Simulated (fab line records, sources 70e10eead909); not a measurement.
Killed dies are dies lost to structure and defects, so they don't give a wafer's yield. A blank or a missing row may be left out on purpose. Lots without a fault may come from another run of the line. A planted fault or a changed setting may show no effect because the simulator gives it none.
fab line records | flow nand_harc
record lots=5 wafers=15 last_day=31
route steps=1302 shown P_GATE@194 P_CONTACT@217
lots that met no fault: from a run of the same line without faults
start_h: hours from the record's first day to the start of the lot's first wafer shown | wait_h: hours since the lot's step before | " the same as in the row above | L1.1+2: a row that stands for several wafers | - no value, or no start given | * or withheld: withheld | < > ~ a bound
route shown NAME@n: a module of which the file shows steps, and the number in the route of the first | usual: mean/standard deviation of fault-free wafers | same: alike in all rows | chamber/n: place in a boat | sites: the reading at each site | _std_site: their standard deviation | _edge_site: outer sites' mean less inner sites' | radius_mm: how far each site lies from the wafer's centre | mask NAME#n: copy n | behind: the tool/chamber that last shaped the wafer | hold: why the lot was held/for how many hours/how that ended | device: the transistor (n, p or np) that didn't switch | end of line: the same wafers' tests at the end of the route | a step without rows: its recipe alone | killed: dies lost to structure and defects at the first sort, not the wafer's yield | map: a wafer's dies, x killed, . not, _ none there
set.NAME: the setting as run; set.NAME@STEP: as run at that earlier step | model.NAME: the simulator's own value behind a step, which no gauge read
lots at some steps of the route; a table a step, a row a wafer
services: from which hour (start_h, from the record's first day; less than 0 if before it) a tool's chamber was out of use, for how many hours, and why
## steps
# step NHARC_P_GATE_COAT_85
# recipe spin_rpm=3000
# columns lot.wafer tool chamber start_h wait_h
L080.2+4+6 litho_track-03 0 - -
L082.2+4+5 litho_track-07 0 - -
L083.2+3+5 litho_track-02 0 - -
L088.1+3+6 litho_track-07 0 - -
L091.1+2+5 litho_track-03 0 - -
# step NHARC_P_GATE_SOFTBAKE_86
# recipe temp_c=122 time_s=95
# columns lot.wafer tool chamber start_h wait_h
L080.2+4+6 litho_track-03 0 - -
L082.2+4+5 litho_track-07 0 - -
L083.2+3+5 litho_track-02 0 - -
L088.1+3+6 litho_track-07 0 - -
L091.1+2+5 litho_track-03 0 - -
# step NHARC_P_GATE_EBR_87
# columns lot.wafer tool chamber start_h wait_h
L080.2+4+6 litho_track-03 0 - -
L082.2+4+5 litho_track-07 0 - -
L083.2+3+5 litho_track-02 0 - -
L088.1+3+6 litho_track-07 0 - -
L091.1+2+5 litho_track-03 0 - -
# step NHARC_P_GATE_EXPOSE_88
# recipe na=0.6 target_cd_nm=2000 dose_mj=11.87 mask_id=P_HVN
# usual exposure_dose_mJ_cm2=11.871/0.011 focus_offset_nm=0.0/0.54
# columns lot.wafer tool chamber start_h wait_h mask exposure_dose_mJ_cm2 focus_offset_nm
L080.2 krf_scanner-01 0 169.63 - P_HVN#0 11.876 -0.3
L080.4 " 0 " " P_HVN#0 11.876 -0.4
L080.6 " 0 " " P_HVN#0 11.888 0.2
L082.2 krf_scanner-04 0 187.61 - P_HVN#0 11.862 -0.3
L082.4 " 0 " " P_HVN#0 11.868 -0.9
L082.5 " 0 " " P_HVN#0 11.846 -0.9
L083.2 krf_scanner-01 0 202.71 - P_HVN#0 11.879 1.0
L083.3 " 0 " " P_HVN#0 11.875 0.2
L083.5 " 0 " " P_HVN#0 11.869 0.5
L088.1 krf_scanner-04 0 261.20 - P_HVN#0 11.869 0.5
L088.3 " 0 " " P_HVN#0 11.888 -0.4
L088.6 " 0 " " P_HVN#0 11.879 0.3
L091.1 krf_scanner-04 0 288.26 - P_HVN#0 11.865 1.0
L091.2 " 0 " " P_HVN#0 11.853 0.2
L091.5 " 0 " " P_HVN#0 11.847 -0.2
# step NHARC_P_GATE_PEB_89
# recipe peb_temp_c=118 peb_time_s=85
# columns lot.wafer tool chamber start_h wait_h
L080.2+4+6 litho_track-02 0 169.69 0.1
L082.2+4+5 litho_track-02 0 187.67 0.1
L083.2+3+5 litho_track-02 0 202.77 0.1
L088.1+3+6 litho_track-07 0 261.27 0.1
L091.1+2+5 litho_track-02 0 288.32 0.1
# step NHARC_P_GATE_DEVELOP_90
# recipe time_s=70
# columns lot.wafer tool chamber start_h wait_h
L080.2+4+6 litho_track-02 0 - -
L082.2+4+5 litho_track-02 0 - -
L083.2+3+5 litho_track-02 0 - -
L088.1+3+6 litho_track-07 0 - -
L091.1+2+5 litho_track-02 0 - -
# step NHARC_P_GATE_CD_MEAS_91
# recipe target_cd_nm=2000 landing_energy_ev=500
# usual cd_nm=1999.8/1.5
# columns lot.wafer tool chamber start_h wait_h cd_nm
L080.2 cd_sem-03 0 169.78 - 1999.2
L080.4 " 0 " " 1998.9
L080.6 " 0 " " 2000.2
L082.2 cd_sem-03 0 187.76 - 1999.2
L082.4 " 0 " " 1998.7
L082.5 " 0 " " 1999.9
L083.2 cd_sem-02 0 202.87 - 1998.9
L083.3 " 0 " " 2000.5
L083.5 " 0 " " 2000.1
L088.1 cd_sem-03 0 261.36 - 1998.7
L088.3 " 0 " " 1999.7
L088.6 " 0 " " 1999.0
L091.1 cd_sem-03 0 288.41 - 2003.2
L091.2 " 0 " " 1999.7
L091.5 " 0 " " 2001.8
# step NHARC_P_GATE_HARDBAKE_92
# recipe temp_c=125 time_s=80
# columns lot.wafer tool chamber start_h wait_h
L080.2+4+6 litho_track-03 0 169.86 -
L082.2+4+5 litho_track-07 0 187.84 -
L083.2+3+5 litho_track-07 0 202.95 -
L088.1+3+6 litho_track-07 0 261.45 -
L091.1+2+5 litho_track-02 0 288.49 -
# step NHARC_P_GATE_DESCUM_93
# recipe time_s=3 o2_flow_sccm=200 ar_flow_sccm=0 bias_power_w=0 chemistry=O2
# usual drypump_motor_current_A=5.8/0.54 mfc_ar_sccm=0.008/0.0081 oes_product_au=1.000/0.0074 rf_vpp_V=57.8/0.97 showerhead_plenum_p_Torr=1.92/0.093 throttle_valve_pct=11.311/0.0089
# columns lot.wafer tool chamber start_h wait_h drypump_motor_current_A mfc_ar_sccm oes_product_au rf_hours_counter_h rf_vpp_V showerhead_plenum_p_Torr throttle_valve_pct
L080.4 rie_diel-03 2 169.95 - 6.6 0.010 0.999 3.1 60.2 2.02 11.317
L080.2 " 0 " " 5.8 0 1.002 2.7 56.4 1.94 11.326
L080.6 " 2 " " 6.6 0.010 0.988 - 58.7 2.02 11.313
L082.4 rie_diel-03 1 187.92 - 4.7 0.019 1.009 4.7 59.4 2.01 11.318
L082.2 " 0 " " 5.8 0 1.003 4.5 58.6 1.94 11.329
L082.5 " 1 " " 4.7 0.019 1.003 - 58.4 2.01 11.311
L083.3 rie_diel-02 3 203.04 - 5.4 0.007 0.989 9.0 58.5 1.80 11.300
L083.2 " 1 " " 6.0 0.022 0.994 10.0 59.3 2.05 11.311
L083.5 " 3 " " 5.4 0.007 0.996 - 57.6 1.80 11.311
L088.1 rie_diel-03 0 261.53 - 5.8 0 1.011 9.1 57.9 1.94 11.308
L088.3 " 2 " " 6.6 0.010 1.003 7.9 58.2 2.02 11.311
L088.6 " 3 " " 5.5 0.018 1.007 - 58.0 1.78 11.335
L091.2 rie_diel-13 3 288.60 - 6.2 0 0.995 7.1 58.8 1.85 11.302
L091.1 " 0 " " 5.9 0.002 0.990 6.4 57.8 1.97 11.305
L091.5 " 2 " " 5.2 0 0.989 - 57.0 1.79 11.307
# step NHARC_P_GATE_IMPLANT_94
# recipe energy_kev=60 dose_cm2=2e+15 tilt_deg=7
# columns lot.wafer tool chamber start_h wait_h
L080.2+4+6 implanter-01 0 170.12 0.1
L082.2+4+5 implanter-01 0 188.09 0.1
L083.2+3+5 implanter-01 0 203.20 0.1
L088.1+3+6 implanter-01 0 261.70 0.2
L091.1+2+5 implanter-01 0 288.72 0.1
# step NHARC_P_GATE_STRIP_113
# recipe power_w=1500 temp_c=110 time_s=740 chemistry=N2/H2
# usual drypump_motor_current_A=5.9/0.58 heater_power_w=92/14
# columns lot.wafer tool chamber start_h wait_h drypump_motor_current_A heater_power_w rf_hours_counter_h
L080.2 plasma_asher-02 0 170.31 0.2 6.2 110 18
L080.4 " 1 " " 5.9 72 -
L080.6 " 0 " " 6.2 109 -
L082.2 plasma_asher-01 1 188.29 0.2 6.5 98 2
L082.4 " 1 " " 6.5 96 -
L082.5 " 1 " " 6.5 96 -
L083.2 plasma_asher-02 1 203.40 0.2 5.9 76 24
L083.3 " 0 " " 6.2 110 -
L083.5 " 0 " " 6.2 112 -
L088.1 plasma_asher-01 1 261.92 0.2 6.5 97 15
L088.3 " 1 " " 6.5 98 -
L088.6 " 1 " " 6.5 95 -
L091.1 plasma_asher-02 1 288.95 0.2 5.9 75 8
L091.2 " 0 " " 6.2 113 8
L091.5 " 1 " " 5.9 75 -
# step NHARC_P_GATE_STRIP_95
# recipe power_w=1500 temp_c=250 chemistry=O2
# usual drypump_motor_current_A=5.9/0.58 heater_power_w=344/54
# columns lot.wafer tool chamber start_h wait_h drypump_motor_current_A heater_power_w rf_hours_counter_h
L080.2 plasma_asher-02 0 171.03 0.6 6.2 417 19
L080.4 " 1 " " 5.9 270 -
L080.6 " 0 " " 6.2 418 -
L082.2 plasma_asher-01 1 189.01 0.6 6.5 365 3
L082.4 " 1 " " 6.5 362 -
L082.5 " 1 " " 6.5 360 -
L083.2 plasma_asher-02 1 204.11 0.6 5.9 279 25
L083.3 " 0 " " 6.2 425 -
L083.5 " 0 " " 6.2 424 -
L088.1 plasma_asher-01 1 262.64 0.6 6.5 364 16
L088.3 " 1 " " 6.5 362 -
L088.6 " 1 " " 6.5 370 -
L091.1 plasma_asher-02 1 289.66 0.6 5.9 288 8
L091.2 " 0 " " 6.2 424 8
L091.5 " 1 " " 5.9 284 -
# step NHARC_P_GATE_STRIP_96
# recipe time_s=900 temp_c=130 chemistry=SPM
# columns lot.wafer tool chamber start_h wait_h
L080.6+2+4 wet_bench-05 2,3,5 171.27 0.2
L082.5+4+2 wet_bench-05 7,1,4 189.22 0.2
L083.2+3+5 wet_bench-05 6,0,2 204.33 0.2
L088.1+6+3 wet_bench-04 7,1,2 262.85 0.2
L091.2+5+1 wet_bench-04 6,0,1 289.87 0.2
# step NHARC_P_GATE_RTA_64
# recipe temp_c=1050 time_s=1
# usual lamp_power_pct=34.8/1.5 wafer_temp_C_max=1057.7/1.5
# columns lot.wafer tool chamber start_h wait_h lamp_power_pct wafer_temp_C_max
L080.2 rtp_anneal-02 0 171.63 - 33.4 1056.8
L080.4 " 0 " " 33.4 1056.7
L080.6 " 0 " " 33.4 1056.0
L082.2 rtp_anneal-01 0 189.60 - 36.5 1059.3
L082.4 " 0 " " 36.5 1059.9
L082.5 " 0 " " 36.5 1060.5
L083.2 rtp_anneal-01 0 204.71 - 36.4 1060.2
L083.3 " 0 " " 36.4 1059.3
L083.5 " 0 " " 36.4 1060.3
L088.1 rtp_anneal-01 0 263.20 - 36.4 1057.0
L088.3 " 0 " " 36.5 1059.1
L088.6 " 0 " " 36.5 1061.8
L091.1 rtp_anneal-01 0 290.22 - 36.5 1060.6
L091.2 " 0 " " 36.5 1057.5
L091.5 " 0 " " 36.5 1056.5
# step NHARC_P_GATE_ETCH_77
# recipe target_depth_a=60 chemistry=dHF material=SiO2
# columns lot.wafer tool chamber start_h wait_h
L080.4+2+6 wet_bench-04 5,6,7 171.80 0.1
L082.5+4+2 wet_bench-04 7,0,4 189.77 0.1
L083.5+3+2 wet_bench-03 3,4,0 204.88 0.1
L088.6+1+3 wet_bench-04 3,5,6 263.40 0.0
L091.5+1+2 wet_bench-04 3,6,7 290.42 0.1
# step NHARC_P_GATE_DEGAS_109
# recipe temp_c=300 time_s=60
# usual heater_power_w=455/29
# columns lot.wafer tool chamber start_h wait_h heater_power_w
L080.4 pvd_sputter-03 - 171.92 0.1 415
L080.2 " - " " 482
L080.6 " - " " 414
L082.4 pvd_sputter-03 - 189.88 0.1 414
L082.2 " - " " 447
L082.5 " - " " 458
L083.2 pvd_sputter-01 - 204.99 0.1 451
L083.3 " - " " 421
L083.5 " - " " 448
L088.1 pvd_sputter-01 - 263.51 0.1 457
L088.3 " - " " 440
L088.6 " - " " 454
L091.2 pvd_sputter-03 - 290.53 0.1 464
L091.1 " - " " 396
L091.5 " - " " 435
# step NHARC_P_GATE_PRE_CLEAN_110
# recipe time_s=30 bias_v=200 gas=Ar
# columns lot.wafer tool chamber start_h wait_h
L080.4+2+6 pvd_sputter-03 - - -
L082.4+2+5 pvd_sputter-03 - - -
L083.2+3+5 pvd_sputter-01 - - -
L088.3+1+6 pvd_sputter-01 - - -
L091.1+2+5 pvd_sputter-03 - - -
# step NHARC_P_GATE_SPUTTER_78
# recipe target_thk_a=100 material=Ni
# columns lot.wafer tool chamber start_h wait_h
L080.2+4+6 pvd_sputter-03 - - -
L082.2+4+5 pvd_sputter-03 - - -
L083.2+3+5 pvd_sputter-01 - - -
L088.1+3+6 pvd_sputter-01 - - -
L091.2+1+5 pvd_sputter-03 - - -
# step NHARC_P_GATE_SPUTTER_79
# recipe target_thk_a=100 material=TiN
# columns lot.wafer tool chamber start_h wait_h
L080.2+4+6 pvd_sputter-03 - - -
L082.2+4+5 pvd_sputter-03 - - -
L083.3+2+5 pvd_sputter-01 - - -
L088.3+1+6 pvd_sputter-01 - - -
L091.1+2+5 pvd_sputter-03 - - -
# step NHARC_P_GATE_RTA_80
# recipe temp_c=300 time_s=30
# usual lamp_power_pct=2.09/0.091 wafer_temp_C_max=302.1/0.42
# columns lot.wafer tool chamber start_h wait_h lamp_power_pct wafer_temp_C_max
L080.2 rtp_anneal-01 0 172.23 - 2.17 302.2
L080.4 " 0 " " 2.17 302.3
L080.6 " 0 " " 2.17 302.5
L082.2 rtp_anneal-01 0 190.20 - 2.17 301.9
L082.4 " 0 " " 2.17 301.8
L082.5 " 0 " " 2.17 302.3
L083.2 rtp_anneal-01 0 205.35 - 2.17 302.5
L083.3 " 0 " " 2.17 302.4
L083.5 " 0 " " 2.17 302.3
L088.1 rtp_anneal-02 0 263.80 - 1.99 301.8
L088.3 " 0 " " 1.99 302.2
L088.6 " 0 " " 1.99 302.1
L091.1 rtp_anneal-01 0 290.82 - 2.17 302.2
L091.2 " 0 " " 2.18 302.1
L091.5 " 0 " " 2.17 302.7
# step NHARC_P_GATE_STRIP_67
# recipe time_s=600 temp_c=130 chemistry=SPM
# columns lot.wafer tool chamber start_h wait_h
L080.2+6+4 wet_bench-03 6,7,1 172.41 0.1
L082.4+5+2 wet_bench-04 5,6,7 190.39 0.1
L083.2+3+5 wet_bench-03 4,5,7 205.53 0.2
L088.1+3+6 wet_bench-03 0,1,3 264.01 0.2
L091.5+2+1 wet_bench-05 1,3,5 291.03 0.1
# step NHARC_P_GATE_RTA_82
# recipe temp_c=450 time_s=30
# usual lamp_power_pct=4.03/0.17 wafer_temp_C_max=453.2/0.76
# columns lot.wafer tool chamber start_h wait_h lamp_power_pct wafer_temp_C_max
L080.2 rtp_anneal-02 0 172.69 - 3.91 453.9
L080.4 " 0 " " 3.91 453.0
L080.6 " 0 " " 3.92 453.9
L082.2 rtp_anneal-02 0 190.66 - 3.91 451.9
L082.4 " 0 " " 3.91 452.8
L082.5 " 0 " " 3.91 452.9
L083.2 rtp_anneal-02 0 205.81 - 3.91 451.9
L083.3 " 0 " " 3.91 452.4
L083.5 " 0 " " 3.91 453.4
L088.1 rtp_anneal-02 0 264.26 - 3.92 453.0
L088.3 " 0 " " 3.92 452.8
L088.6 " 0 " " 3.92 452.4
L091.1 rtp_anneal-02 0 291.28 - 3.91 452.6
L091.2 " 0 " " 3.91 452.9
L091.5 " 0 " " 3.91 452.4
# step NHARC_P_GATE_INSPECT_68
# usual raw_defect_count=195/73
# columns lot.wafer tool chamber start_h wait_h raw_defect_count
L080.2 defect_inspect-01 - 172.86 0.1 308
L080.4 " - " " 204
L080.6 " - " " 262
L082.2 defect_inspect-01 - 190.83 0.1 202
L082.4 " - " " 155
L082.5 " - " " 153
L083.2 defect_inspect-02 - 205.98 0.1 203
L083.3 " - " " 185
L083.5 " - " " 237
L088.1 defect_inspect-02 - 264.45 0.2 336
L088.3 " - " " 296
L088.6 " - " " 291
L091.1 defect_inspect-02 - 291.48 0.2 224
L091.2 " - " " 141
L091.5 " - " " 161
# step NHARC_P_CONTACT_DEP_30
# recipe target_thk_a=300 temp_c=400 target_thk_nm=30 flow_sccm=200 rf_w=450 material=SiNx
# usual heater_power_w=708/110
# columns lot.wafer tool chamber start_h wait_h heater_power_w
L080.2 pecvd-04 1 172.93 0.1 736
L080.4 " 1 " " 693
L080.6 " 0 " " 704
L082.2 pecvd-01 1 190.90 0.1 739
L082.5 " 1 " " 753
L082.4 " 2 " " 610
L083.3 pecvd-02 1 206.05 0.1 602
L083.2 " 2 " " 626
L083.5 " 2 " " 626
L088.1 pecvd-02 2 264.52 0.1 657
L088.3 " 0 " " 589
L088.6 " 0 " " 563
L091.2 pecvd-02 0 291.55 0.1 575
L091.1 " 1 " " 623
L091.5 " 0 " " 586
# step NHARC_P_CONTACT_DEP_00
# recipe target_thk_a=5000 temp_c=400 pressure_torr=6.5 rf_w=900 teos_flow_sccm=161.4 flow_sccm=2650 target_thk_nm=500 gas=O2 material=SiO2
# usual heater_power_w=553/130 throttle_valve_pct=16.2/0.74
# columns lot.wafer tool chamber start_h wait_h heater_power_w throttle_valve_pct
L080.2 pecvd-04 1 - - 564 16.2
L080.4 " 1 " " 583 15.9
L080.6 " 0 " " 589 15.2
L082.2 pecvd-01 1 - - 577 15.7
L082.5 " 1 " " 619 15.8
L082.4 " 2 " " 375 16.4
L083.3 pecvd-02 1 - - 448 15.3
L083.2 " 2 " " 551 16.1
L083.5 " 2 " " 425 16.3
L088.1 pecvd-02 2 - - 540 16.0
L088.3 " 0 " " 493 16.3
L088.6 " 0 " " 362 16.4
L091.2 pecvd-02 0 - - 479 16.3
L091.1 " 1 " " 510 15.5
L091.5 " 0 " " 490 16.5
# step NHARC_P_CONTACT_CMP_01
# recipe target_thk_nm=200 material=SiO2
# usual motor_current_A=12.9/1.2 slurry_flow_ml_min=150.0/0.44
# columns lot.wafer tool chamber start_h wait_h motor_current_A slurry_flow_ml_min
L080.2 cmp-04 2 173.64 - 13.7 149.3
L080.4 " 1 " " 12.7 150.6
L080.6 " 2 " " 13.7 149.4
L082.4 cmp-04 3 191.65 - 13.8 149.4
L082.2 " 0 " " 13.0 150.0
L082.5 " 2 " " 13.7 150.2
L083.2 cmp-01 1 206.76 - 11.7 150.2
L083.3 " 2 " " 12.2 150.9
L083.5 " 2 " " 11.9 150.7
L088.3 cmp-03 3 265.24 - 12.0 150.3
L088.1 " 1 " " 10.3 149.8
L088.6 " 3 " " 12.4 149.9
L091.2 cmp-03 3 292.29 - 13.3 149.6
L091.1 " 1 " " 11.0 149.8
L091.5 " 3 " " 12.2 149.6
# step NHARC_P_CONTACT_SRD_03
# columns lot.wafer tool chamber start_h wait_h
L080.6+4+2 wet_bench-02 4,6,0 173.93 0.0
L082.2+4+5 wet_bench-01 6,7,3 191.89 0.0
L083.2+5+3 wet_bench-01 4,6,7 207.07 0.0
L088.1+6+3 wet_bench-01 0,4,5 265.54 0.0
L091.2+5+1 wet_bench-02 1,2,4 292.57 0.0
# step NHARC_P_CONTACT_DEHYDRATE_04
# recipe temp_c=150 time_s=120
# columns lot.wafer tool chamber start_h wait_h
L080.2+4+6 litho_track-04 0 174.01 0.1
L082.2+4+5 litho_track-06 0 191.98 0.1
L083.2+3+5 litho_track-01 0 207.14 0.1
L088.1+3+6 litho_track-04 0 265.62 0.1
L091.1+2+5 litho_track-04 0 292.64 0.1
# step NHARC_P_CONTACT_HMDS_05
# recipe time_s=30
# columns lot.wafer tool chamber start_h wait_h
L080.2+4+6 litho_track-04 0 - -
L082.2+4+5 litho_track-06 0 - -
L083.2+3+5 litho_track-01 0 - -
L088.1+3+6 litho_track-04 0 - -
L091.1+2+5 litho_track-04 0 - -
# step NHARC_P_CONTACT_COAT_33
# recipe temp_c=260 time_s=75
# columns lot.wafer tool chamber start_h wait_h
L080.2+4+6 litho_track-04 0 - -
L082.2+4+5 litho_track-06 0 - -
L083.2+3+5 litho_track-01 0 - -
L088.1+3+6 litho_track-04 0 - -
L091.1+2+5 litho_track-04 0 - -
# step NHARC_P_CONTACT_COAT_34
# recipe temp_c=225 time_s=65
# columns lot.wafer tool chamber start_h wait_h
L080.2+4+6 litho_track-04 0 - -
L082.2+4+5 litho_track-06 0 - -
L083.2+3+5 litho_track-01 0 - -
L088.1+3+6 litho_track-04 0 - -
L091.1+2+5 litho_track-04 0 - -
# step NHARC_P_CONTACT_COAT_06
# recipe spin_rpm=1500 resist_thk_nm=90
# columns lot.wafer tool chamber start_h wait_h
L080.2+4+6 litho_track-04 0 - -
L082.2+4+5 litho_track-06 0 - -
L083.2+3+5 litho_track-01 0 - -
L088.1+3+6 litho_track-04 0 - -
L091.1+2+5 litho_track-04 0 - -
# step NHARC_P_CONTACT_SOFTBAKE_07
# recipe temp_c=105 time_s=55
# columns lot.wafer tool chamber start_h wait_h
L080.2+4+6 litho_track-04 0 - -
L082.2+4+5 litho_track-06 0 - -
L083.2+3+5 litho_track-01 0 - -
L088.1+3+6 litho_track-04 0 - -
L091.1+2+5 litho_track-04 0 - -
# step NHARC_P_CONTACT_EBR_08
# columns lot.wafer tool chamber start_h wait_h
L080.2+4+6 litho_track-04 0 - -
L082.2+4+5 litho_track-06 0 - -
L083.2+3+5 litho_track-01 0 - -
L088.1+3+6 litho_track-04 0 - -
L091.1+2+5 litho_track-04 0 - -
# step NHARC_P_CONTACT_EXPOSE_09
# recipe na=1.35 target_cd_nm=90 dose_mj=81.26 mask_id=P_CA
# usual exposure_dose_mJ_cm2=81.18/0.088 focus_offset_nm=-0.2/0.5
# columns lot.wafer tool chamber start_h wait_h mask exposure_dose_mJ_cm2 focus_offset_nm
L080.2 arfi_scanner-02 0 174.20 - P_CA#0 81.13 -0.1
L080.4 " 0 " " P_CA#0 81.09 -0.6
L080.6 " 0 " " P_CA#0 81.24 0.1
L082.2 arfi_scanner-03 0 192.29 - P_CA#0 81.21 0.3
L082.4 " 0 " " P_CA#0 81.24 -0.2
L082.5 " 0 " " P_CA#0 81.33 -0.1
L083.2 arfi_scanner-03 0 207.46 - P_CA#0 81.11 0.6
L083.3 " 0 " " P_CA#0 81.19 0.1
L083.5 " 0 " " P_CA#0 81.24 0.6
L088.1 arfi_scanner-02 0 265.81 - P_CA#0 81.12 -0.2
L088.3 " 0 " " P_CA#0 81.18 0.0
L088.6 " 0 " " P_CA#0 81.23 -0.5
L091.1 arfi_scanner-03 0 292.83 - P_CA#0 81.24 -0.5
L091.2 " 0 " " P_CA#0 81.28 0.1
L091.5 " 0 " " P_CA#0 81.24 -0.6
# step NHARC_P_CONTACT_PEB_10
# recipe peb_temp_c=100 peb_time_s=65
# columns lot.wafer tool chamber start_h wait_h
L080.2+4+6 litho_track-01 0 174.26 0.1
L082.2+4+5 litho_track-04 0 192.35 0.1
L083.2+3+5 litho_track-06 0 207.51 0.1
L088.1+3+6 litho_track-01 0 265.87 0.1
L091.1+2+5 litho_track-06 0 292.89 0.1
# step NHARC_P_CONTACT_DEVELOP_11
# recipe develop_time_s=35 dev_temp_c=23
# columns lot.wafer tool chamber start_h wait_h
L080.2+4+6 litho_track-01 0 - -
L082.2+4+5 litho_track-04 0 - -
L083.2+3+5 litho_track-06 0 - -
L088.1+3+6 litho_track-01 0 - -
L091.1+2+5 litho_track-06 0 - -
# step NHARC_P_CONTACT_CD_MEAS_12
# recipe target_cd_nm=90 landing_energy_ev=500
# usual cd_nm=89.8/0.53
# columns lot.wafer tool chamber start_h wait_h cd_nm
L080.2 cd_sem-03 0 174.34 - 90.9
L080.4 " 0 " " 89.5
L080.6 " 0 " " 90.1
L082.2 cd_sem-02 0 192.43 - 90.5
L082.4 " 0 " " 90.6
L082.5 " 0 " " 90.6
L083.2 cd_sem-03 0 207.59 - 89.7
L083.3 " 0 " " 90.3
L083.5 " 0 " " 90.7
L088.1 cd_sem-03 0 265.94 - 88.9
L088.3 " 0 " " 88.5
L088.6 " 0 " " 88.2
L091.1 cd_sem-01 0 292.97 - 90.3
L091.2 " 0 " " 90.0
L091.5 " 0 " " 90.5
# step NHARC_P_CONTACT_OVL_MEAS_13
# usual overlay_x_nm=0.2/0.9 overlay_y_nm=0.2/0.74
# columns lot.wafer tool chamber start_h wait_h overlay_x_nm overlay_y_nm
L080.2 overlay-02 - 174.43 - -0.8 0.5
L080.4 " - " " -0.6 1.0
L080.6 " - " " -0.4 0.3
L082.2 overlay-02 - 192.52 - 1.2 -0.1
L082.4 " - " " 1.0 0.1
L082.5 " - " " 1.6 0.0
L083.2 overlay-01 - 207.68 - 1.4 0.5
L083.3 " - " " 1.7 1.0
L083.5 " - " " 1.8 0.3
L088.1 overlay-01 - 266.03 - 0.3 -0.3
L088.3 " - " " 0.5 -0.4
L088.6 " - " " 0.3 -0.3
L091.1 overlay-02 - 293.06 - -1.0 -0.4
L091.2 " - " " -1.7 0.0
L091.5 " - " " -1.2 -0.6
# step NHARC_P_CONTACT_INSPECT_14
# usual raw_defect_count=3.8/2
# columns lot.wafer tool chamber start_h wait_h raw_defect_count
L080.2 defect_inspect-02 - 174.46 0.0 3
L080.4 " - " " 3
L080.6 " - " " 0
L082.2 defect_inspect-02 - 192.55 0.0 4
L082.4 " - " " 5
L082.5 " - " " 2
L083.2 defect_inspect-01 - 207.72 0.0 2
L083.3 " - " " 3
L083.5 " - " " 4
L088.1 defect_inspect-01 - 266.07 0.0 1
L088.3 " - " " 3
L088.6 " - " " 3
L091.1 defect_inspect-02 - 293.10 0.0 6
L091.2 " - " " 8
L091.5 " - " " 5
# step NHARC_P_CONTACT_DESCUM_17
# recipe time_s=3 o2_flow_sccm=200 ar_flow_sccm=0 bias_power_w=0 chemistry=O2
# usual drypump_motor_current_A=5.9/0.36 mfc_ar_sccm=0.010/0.011 oes_product_au=0.999/0.0068 rf_vpp_V=57.8/0.86 showerhead_plenum_p_Torr=1.93/0.07 throttle_valve_pct=11.311/0.0083
# columns lot.wafer tool chamber start_h wait_h drypump_motor_current_A mfc_ar_sccm oes_product_au rf_hours_counter_h rf_vpp_V showerhead_plenum_p_Torr throttle_valve_pct
L080.2 rie_diel-12 2 174.52 0.1 5.8 0 0.992 4.7 55.9 1.89 11.312
L080.6 " 2 " " 5.7 0 0.993 - 58.1 1.89 11.300
L080.4 " 3 " " 6.0 0.002 1.004 - 58.5 1.85 11.299
L082.2 rie_diel-07 3 192.62 0.1 6.5 0.019 0.992 1.0 58.3 1.89 11.310
L082.4 " 1 " " 5.7 0 1.006 0.8 58.4 2.02 11.305
L082.5 " 2 " " 5.0 0.026 1.010 - 57.9 1.93 11.312
L083.3 rie_diel-12 3 207.80 0.1 6.0 0.002 1.006 6.8 56.5 1.85 11.314
L083.2 " 0 " " 5.5 0.027 0.998 5.3 59.5 1.97 11.304
L083.5 " 0 " " 5.5 0.027 0.999 - 58.8 1.97 11.305
L088.1 rie_diel-07 3 266.13 0.1 6.5 0.019 1.013 2.9 57.7 1.89 11.306
L088.3 " 1 " " 5.7 0 0.997 2.2 57.4 2.02 11.326
L088.6 " 3 " " 6.5 0.019 1.011 - 57.5 1.89 11.307
L091.2 rie_diel-12 2 293.16 0.1 5.8 0 0.998 0.7 58.0 1.89 11.316
L091.1 " 3 " " 5.9 0.002 0.996 0.8 58.1 1.84 11.311
L091.5 " 2 " " 5.7 0 0.996 - 56.3 1.89 11.291
# step NHARC_P_CONTACT_ETCH_35
# recipe target_depth_a=390 over_etch_frac=0.3 time_s=65 ion_energy_ev=80 cf4_flow_sccm=150 ar_flow_sccm=0 rf_w=300 bias_w=100 chemistry=CF4
# usual drypump_motor_current_A=5.9/0.36 mfc_ar_sccm=0.010/0.011 oes_product_au=0.999/0.0074 rf_vpp_V=151.5/1.1 showerhead_plenum_p_Torr=1.79/0.06 throttle_valve_pct=13.284/0.0088
# columns lot.wafer tool chamber start_h wait_h drypump_motor_current_A mfc_ar_sccm oes_product_au rf_hours_counter_h rf_vpp_V showerhead_plenum_p_Torr throttle_valve_pct
L080.2 rie_diel-12 1 174.64 0.1 6.1 0.009 0.991 4.7 152.1 1.81 13.280
L080.4 " 2 " " 5.8 0 0.994 - 150.4 1.75 13.288
L080.6 " 1 " " 6.1 0.009 1.002 - 151.1 1.81 13.271
L082.2 rie_diel-07 1 192.70 0.1 5.7 0 1.004 0.8 152.7 1.86 13.282
L082.4 " 2 " " 5.0 0.026 0.988 0.9 151.5 1.78 13.282
L082.5 " 1 " " 5.8 0 0.991 - 150.6 1.86 13.277
L083.3 rie_diel-12 3 207.90 0.1 6.0 0.002 1.006 6.8 150.1 1.71 13.273
L083.2 " 0 " " 5.5 0.027 1.007 5.3 150.7 1.81 13.304
L083.5 " 2 " " 5.8 0 0.999 - 152.4 1.75 13.281
L088.1 rie_diel-07 1 266.22 0.1 5.8 0 0.999 2.2 151.7 1.86 13.283
L088.3 " 2 " " 5.1 0.026 0.987 2.8 151.2 1.78 13.267
L088.6 " 1 " " 5.8 0 1.001 - 152.9 1.86 13.290
L091.1 rie_diel-12 2 293.25 0.1 5.8 0 0.993 0.7 150.7 1.75 13.289
L091.2 " 0 " " 5.5 0.027 0.998 0.9 151.8 1.81 13.283
L091.5 " 2 " " 5.8 0 0.987 - 150.9 1.75 13.287
## services
# columns tool chamber start_h hours kind
plasma_asher-02 - 150.40 0.9 repair
litho_track-01 - 155.00 7.0 pm
rie_diel-12 3 155.98 4.1 repair
implanter-01 - 157.64 2.9 repair
pvd_sputter-01 - 159.21 14.6 repair
pvd_sputter-03 - 159.56 3.2 repair
rie_diel-12 0 161.09 21.0 repair
plasma_asher-01 - 165.00 9.0 pm
pvd_sputter-01 - 178.68 1.8 repair
litho_track-06 - 179.00 7.0 pm
rie_diel-12 1 201.23 7.6 repair
litho_track-04 - 203.00 7.0 pm
wet_bench-03 - 210.40 8.0 pm
pvd_sputter-01 - 226.00 10.0 pm
litho_track-02 - 227.00 7.0 pm
pecvd-02 - 227.19 13.0 pm
wet_bench-04 - 227.24 8.0 pm
rie_diel-07 1 242.46 23.0 repair
plasma_asher-02 - 249.04 9.0 pm
litho_track-07 - 251.00 7.0 pm
plasma_asher-01 - 252.35 5.9 repair
pvd_sputter-03 - 264.44 3.5 repair
rie_diel-12 - 268.40 9.0 pm
litho_track-03 - 275.00 7.0 pm
## key
fault none
